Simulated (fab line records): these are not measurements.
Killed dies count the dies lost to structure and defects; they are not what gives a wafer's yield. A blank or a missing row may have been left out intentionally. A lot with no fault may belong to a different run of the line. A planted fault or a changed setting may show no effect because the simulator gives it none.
Which tool is to blame? || flow nandHarc || 36 wafers from 12 lots sampled at 5 of the route's 1159 steps

WHAT EACH GAUGE READ, for each wafer
NHARC_A_M0_CD_MEAS_09: the cd target is 80 nm. Usual: cdNm 79.9 nm, standard deviation 0.76.
{"lot": "L382", "measured": "day 17 21:11", "on": "cdSem-03", "cdNm (nm)": "79.6 80.4 79.1", "flag": ""}
{"lot": "L385", "measured": "day 17 21:40", "on": "cdSem-02", "cdNm (nm)": "79.1 79.4 80.5", "flag": ""}
{"lot": "L386", "measured": "day 18 15:34", "on": "cdSem-02", "cdNm (nm)": "80.6 79.6 79.5", "flag": ""}
{"lot": "L383", "measured": "day 18 18:27", "on": "cdSem-03", "cdNm (nm)": "80.0 80.2 80.4", "flag": ""}
{"lot": "L388", "measured": "day 19 10:43", "on": "cdSem-02", "cdNm (nm)": "79.5 80.6 79.4", "flag": ""}
{"lot": "L389", "measured": "day 19 21:25", "on": "cdSem-03", "cdNm (nm)": "80.2 79.4 79.8", "flag": ""}
{"lot": "L397", "measured": "day 22 06:05", "on": "cdSem-03", "cdNm (nm)": "79.8 81.1 80.0", "flag": ""}
{"lot": "L398", "measured": "day 22 06:20", "on": "cdSem-01", "cdNm (nm)": "80.3 81.0 79.2", "flag": ""}
{"lot": "L396", "measured": "day 22 07:05", "on": "cdSem-01", "cdNm (nm)": "79.6 80.2 79.9", "flag": ""}
{"lot": "L402", "measured": "day 22 15:38", "on": "cdSem-03", "cdNm (nm)": "80.3 79.9 79.8", "flag": ""}
{"lot": "L403", "measured": "day 22 22:31", "on": "cdSem-01", "cdNm (nm)": "78.6 80.3 80.5", "flag": ""}
{"lot": "L404", "measured": "day 23 12:16", "on": "cdSem-03", "cdNm (nm)": "81.4 80.6 80.4", "flag": ""}

NHARC_END_SORT_01. Usual: defectLimitedYield 95.5 %, standard deviation 1.4; killedAtArray 26, standard deviation 9.1; killedAtOther 0.7, standard deviation 0.9; killedAtPeriphery 3.6, standard deviation 2.8; killedDies 30, standard deviation 9.2; killedOpen 3.0, standard deviation 1.9; killedShort 2.0, standard deviation 1.4; sort_bin_2_pct 1.4 %, standard deviation 0.6; sort_bin_3_pct 0.23 %, standard deviation 0.17; sort_bin_4_pct 2.8 %, standard deviation 0.92; sortNPass 647, standard deviation 9.2; sortRimYieldPct 95.9 %, standard deviation 2.1; sortYieldPct 95.5 %, standard deviation 1.4.
{"lot": "L397", "measured": "day 24 01:56", "on": "prober-01", "defectLimitedYield (%)": "94.1 95.0 94.7", "killedAtArray": "35 23 29", "killedAtOther": "1 1 1", "killedAtPeriphery": "4 10 6", "killedDies": "40 34 36", "killedOpen": "5 2 4", "killedShort": "0 0 1", "sort_bin_2_pct (%)": "2.4 1.5 1.6", "sort_bin_3_pct (%)": "0.59 0.44 0.15", "sort_bin_4_pct (%)": "3.0 3.1 3.5", "sortNPass": "637 643 641", "sortRimYieldPct (%)": "94.3 93.4 94.3", "sortYieldPct (%)": "94.1 95.0 94.7", "flag": ""}
{"lot": "L396", "measured": "day 24 09:44", "on": "prober-01", "defectLimitedYield (%)": "94.5 96.5 95.1", "killedAtArray": "26 16 22", "killedAtOther": "0 0 1", "killedAtPeriphery": "11 8 10", "killedDies": "37 24 33", "killedOpen": "4 2 1", "killedShort": "0 3 1", "sort_bin_2_pct (%)": "1.8 0.7 0.9", "sort_bin_3_pct (%)": "0.30 0.30 0", "sort_bin_4_pct (%)": "3.4 2.5 4.0", "sortNPass": "640 653 644", "sortRimYieldPct (%)": "96.2 96.2 96.2", "sortYieldPct (%)": "94.5 96.5 95.1", "flag": ""}

WHAT TOOL EACH LOT RAN ON (gives the tool, then ch and the chambers of the sampled wafers, and finally the start)
{"lot": "L382", "NHARC_A_BLC_PVD_32": "pvdSputter-02, day 17 21:11 or earlier", "NHARC_A_M0_ETCH_34": "rieDiel-09 ch 0,1,3, day 17 21:27", "NHARC_A_M0_DEGAS_28": "pvdSputter-01, day 17 22:17"}
{"lot": "L385", "NHARC_A_BLC_PVD_32": "pvdSputter-03, day 17 21:40 or earlier", "NHARC_A_M0_ETCH_34": "rieDiel-09 ch 1,2,3, day 17 21:56", "NHARC_A_M0_DEGAS_28": "pvdSputter-01, day 17 22:46"}
{"lot": "L386", "NHARC_A_BLC_PVD_32": "pvdSputter-03, day 18 15:34 or earlier", "NHARC_A_M0_ETCH_34": "rieDiel-04 ch 1,2,3, day 18 15:50", "NHARC_A_M0_DEGAS_28": "pvdSputter-01, day 18 16:43"}
{"lot": "L383", "NHARC_A_BLC_PVD_32": "pvdSputter-02, day 18 18:27 or earlier", "NHARC_A_M0_ETCH_34": "rieDiel-04 ch 0,1,2, day 18 18:44", "NHARC_A_M0_DEGAS_28": "pvdSputter-03, day 18 19:33"}
{"lot": "L388", "NHARC_A_BLC_PVD_32": "pvdSputter-03, day 19 10:43 or earlier", "NHARC_A_M0_ETCH_34": "rieDiel-04 ch 0,2,3, day 19 10:59", "NHARC_A_M0_DEGAS_28": "pvdSputter-01, day 19 11:52"}
{"lot": "L389", "NHARC_A_BLC_PVD_32": "pvdSputter-03, day 19 21:25 or earlier", "NHARC_A_M0_ETCH_34": "rieDiel-09 ch 0,1,3, day 19 21:41", "NHARC_A_M0_DEGAS_28": "pvdSputter-03, day 19 22:31"}
{"lot": "L397", "NHARC_A_BLC_PVD_32": "pvdSputter-02, day 22 06:05 or earlier", "NHARC_A_M0_ETCH_34": "rieDiel-04 ch 1,2, day 22 06:22", "NHARC_A_M0_DEGAS_28": "pvdSputter-02, day 22 07:11"}
{"lot": "L398", "NHARC_A_BLC_PVD_32": "pvdSputter-03, day 22 06:20 or earlier", "NHARC_A_M0_ETCH_34": "rieDiel-04 ch 0,1,2, day 22 06:37", "NHARC_A_M0_DEGAS_28": "pvdSputter-01, day 22 07:29"}
{"lot": "L396", "NHARC_A_BLC_PVD_32": "pvdSputter-02, day 22 07:05 or earlier", "NHARC_A_M0_ETCH_34": "rieDiel-04 ch 0,3, day 22 07:21", "NHARC_A_M0_DEGAS_28": "pvdSputter-03, day 22 08:12"}
{"lot": "L402", "NHARC_A_BLC_PVD_32": "pvdSputter-03, day 22 15:38 or earlier", "NHARC_A_M0_ETCH_34": "rieDiel-04 ch 1,3, day 22 15:55", "NHARC_A_M0_DEGAS_28": "pvdSputter-02, day 22 16:47"}
{"lot": "L403", "NHARC_A_BLC_PVD_32": "pvdSputter-03, day 22 22:31 or earlier", "NHARC_A_M0_ETCH_34": "rieDiel-13 ch 2,3, day 22 22:48", "NHARC_A_M0_DEGAS_28": "pvdSputter-01, day 22 23:38"}
{"lot": "L404", "NHARC_A_BLC_PVD_32": "pvdSputter-03, day 23 12:16 or earlier", "NHARC_A_M0_ETCH_34": "rieDiel-09 ch 1,2,3, day 23 12:32", "NHARC_A_M0_DEGAS_28": "pvdSputter-01, day 23 13:23"}
- NHARC_A_BLC_PVD_32: deposits Ti, target thk 5 nm, time 17.7 s.
- NHARC_A_M0_ETCH_34: etches the open film in N2/H2, target depth 40 nm, overetch 12 nm, time 43.94 s.
- NHARC_A_M0_DEGAS_28: time 60 s.

WHAT THE TOOLS THEMSELVES READ (means of the sampled wafers that have a number; where no wafer has one, the mark that the record gives instead)
NHARC_A_BLC_PVD_32. Usual: throttleValvePct 29.9 %, standard deviation 1.1.
{"lot": "L382", "tool": "pvdSputter-02", "throttleValvePct (%)": 29.4, "flag": ""}
{"lot": "L385", "tool": "pvdSputter-03", "throttleValvePct (%)": 29.7, "flag": ""}
{"lot": "L386", "tool": "pvdSputter-03", "throttleValvePct (%)": 30.3, "flag": ""}
{"lot": "L383", "tool": "pvdSputter-02", "throttleValvePct (%)": 29.2, "flag": ""}
{"lot": "L388", "tool": "pvdSputter-03", "throttleValvePct (%)": 30.7, "flag": ""}
{"lot": "L389", "tool": "pvdSputter-03", "throttleValvePct (%)": 30.2, "flag": ""}
{"lot": "L397", "tool": "pvdSputter-02", "throttleValvePct (%)": 29.2, "flag": ""}
{"lot": "L398", "tool": "pvdSputter-03", "throttleValvePct (%)": 30.5, "flag": ""}
{"lot": "L396", "tool": "pvdSputter-02", "throttleValvePct (%)": 29.6, "flag": ""}
{"lot": "L402", "tool": "pvdSputter-03", "throttleValvePct (%)": 30.6, "flag": ""}
{"lot": "L403", "tool": "pvdSputter-03", "throttleValvePct (%)": 31.3, "flag": ""}
{"lot": "L404", "tool": "pvdSputter-03", "throttleValvePct (%)": 30.5, "flag": ""}

NHARC_A_M0_ETCH_34. Usual: drypumpMotorCurrentA 5.65 A, standard deviation 0.23; oesProductAu 1.002 a.u., standard deviation 0.012; rfVppV 430.9 V, standard deviation 2.8; runLengthS 65.4 s, standard deviation 0.52; showerheadPlenumPTorr 2.05 Torr, standard deviation 0.095; throttleValvePct 14.171 %, standard deviation 0.0087.
{"lot": "L382", "tool": "rieDiel-09", "drypumpMotorCurrentA (A)": 5.69, "oesProductAu (a.u.)": 0.999, "rfVppV (V)": 430.2, "runLengthS (s)": 65.4, "showerheadPlenumPTorr (Torr)": 2.04, "throttleValvePct (%)": 14.174, "flag": ""}
{"lot": "L385", "tool": "rieDiel-09", "drypumpMotorCurrentA (A)": 5.88, "oesProductAu (a.u.)": 1.004, "rfVppV (V)": 432.0, "runLengthS (s)": 65.5, "showerheadPlenumPTorr (Torr)": 2.11, "throttleValvePct (%)": 14.175, "flag": ""}
{"lot": "L386", "tool": "rieDiel-04", "drypumpMotorCurrentA (A)": 5.55, "oesProductAu (a.u.)": 1.011, "rfVppV (V)": 430.0, "runLengthS (s)": 65.7, "showerheadPlenumPTorr (Torr)": 2.03, "throttleValvePct (%)": 14.161, "flag": ""}
{"lot": "L383", "tool": "rieDiel-04", "drypumpMotorCurrentA (A)": 5.52, "oesProductAu (a.u.)": 1.010, "rfVppV (V)": 429.2, "runLengthS (s)": 65.4, "showerheadPlenumPTorr (Torr)": 2.01, "throttleValvePct (%)": 14.172, "flag": ""}
{"lot": "L388", "tool": "rieDiel-04", "drypumpMotorCurrentA (A)": 5.52, "oesProductAu (a.u.)": 1.012, "rfVppV (V)": 432.5, "runLengthS (s)": 65.6, "showerheadPlenumPTorr (Torr)": 2.11, "throttleValvePct (%)": 14.167, "flag": ""}
{"lot": "L389", "tool": "rieDiel-09", "drypumpMotorCurrentA (A)": 5.71, "oesProductAu (a.u.)": 0.999, "rfVppV (V)": 430.2, "runLengthS (s)": 60.8, "showerheadPlenumPTorr (Torr)": 2.04, "throttleValvePct (%)": 14.169, "flag": "OFF"}
{"lot": "L397", "tool": "rieDiel-04", "drypumpMotorCurrentA (A)": 5.55, "oesProductAu (a.u.)": 0.989, "rfVppV (V)": 428.0, "runLengthS (s)": 65.7, "showerheadPlenumPTorr (Torr)": 1.93, "throttleValvePct (%)": 14.174, "flag": ""}
{"lot": "L398", "tool": "rieDiel-04", "drypumpMotorCurrentA (A)": 5.54, "oesProductAu (a.u.)": 0.995, "rfVppV (V)": 430.2, "runLengthS (s)": 65.3, "showerheadPlenumPTorr (Torr)": 2.01, "throttleValvePct (%)": 14.182, "flag": ""}
{"lot": "L396", "tool": "rieDiel-04", "drypumpMotorCurrentA (A)": 5.65, "oesProductAu (a.u.)": 1.004, "rfVppV (V)": 433.4, "runLengthS (s)": 65.1, "showerheadPlenumPTorr (Torr)": 2.14, "throttleValvePct (%)": 14.171, "flag": ""}
{"lot": "L402", "tool": "rieDiel-04", "drypumpMotorCurrentA (A)": 5.70, "oesProductAu (a.u.)": 0.995, "rfVppV (V)": 431.8, "runLengthS (s)": 65.8, "showerheadPlenumPTorr (Torr)": 2.08, "throttleValvePct (%)": 14.169, "flag": ""}
{"lot": "L403", "tool": "rieDiel-13", "drypumpMotorCurrentA (A)": 5.62, "oesProductAu (a.u.)": 1.000, "rfVppV (V)": 431.7, "runLengthS (s)": 64.8, "showerheadPlenumPTorr (Torr)": 2.08, "throttleValvePct (%)": 14.170, "flag": ""}
{"lot": "L404", "tool": "rieDiel-09", "drypumpMotorCurrentA (A)": 5.86, "oesProductAu (a.u.)": 1.009, "rfVppV (V)": 432.1, "runLengthS (s)": 65.3, "showerheadPlenumPTorr (Torr)": 2.11, "throttleValvePct (%)": 14.177, "flag": ""}

NHARC_A_M0_DEGAS_28. Usual: heaterPowerW 336 W, standard deviation 35.
{"lot": "L382", "tool": "pvdSputter-01", "heaterPowerW (W)": 355, "flag": ""}
{"lot": "L385", "tool": "pvdSputter-01", "heaterPowerW (W)": 350, "flag": ""}
{"lot": "L386", "tool": "pvdSputter-01", "heaterPowerW (W)": 348, "flag": ""}
{"lot": "L383", "tool": "pvdSputter-03", "heaterPowerW (W)": 295, "flag": ""}
{"lot": "L388", "tool": "pvdSputter-01", "heaterPowerW (W)": 366, "flag": ""}
{"lot": "L389", "tool": "pvdSputter-03", "heaterPowerW (W)": 294, "flag": ""}
{"lot": "L397", "tool": "pvdSputter-02", "heaterPowerW (W)": 323, "flag": ""}
{"lot": "L398", "tool": "pvdSputter-01", "heaterPowerW (W)": 345, "flag": ""}
{"lot": "L396", "tool": "pvdSputter-03", "heaterPowerW (W)": 324, "flag": ""}
{"lot": "L402", "tool": "pvdSputter-02", "heaterPowerW (W)": 346, "flag": ""}
{"lot": "L403", "tool": "pvdSputter-01", "heaterPowerW (W)": 329, "flag": ""}
{"lot": "L404", "tool": "pvdSputter-01", "heaterPowerW (W)": 352, "flag": ""}

THE ANSWER, worked out from the rows above alone
Rule: a lot counts as off when the mean over its wafers that have a number is more than 3 standard deviations away from the usual mean. A lot without any number at a reading at which 4 lots or more have one is off too. Where the step has rows for the other lots, those lots are counted as sound. The gauges are gone through in route order, then the tools' own readings, and for those a lot's mean is taken as printed above. The first step at which some lot is off is used, and at that step the reading that is off furthest; a lot without a number counts as furthest.
Off, at NHARC_A_M0_ETCH_34 on runLengthS: L389.
If a tool, at that step or one of the process steps before it, ran each lot that is off and ran no sound lot following the first of them, it fits. Because NHARC_A_BLC_PVD_32 lacks a start for some lots, the hours and order of its lots are taken from NHARC_A_M0_CD_MEAS_09. No candidate that was tried fits.

WHAT HAD BEEN PUT IN BY THE SIMULATOR
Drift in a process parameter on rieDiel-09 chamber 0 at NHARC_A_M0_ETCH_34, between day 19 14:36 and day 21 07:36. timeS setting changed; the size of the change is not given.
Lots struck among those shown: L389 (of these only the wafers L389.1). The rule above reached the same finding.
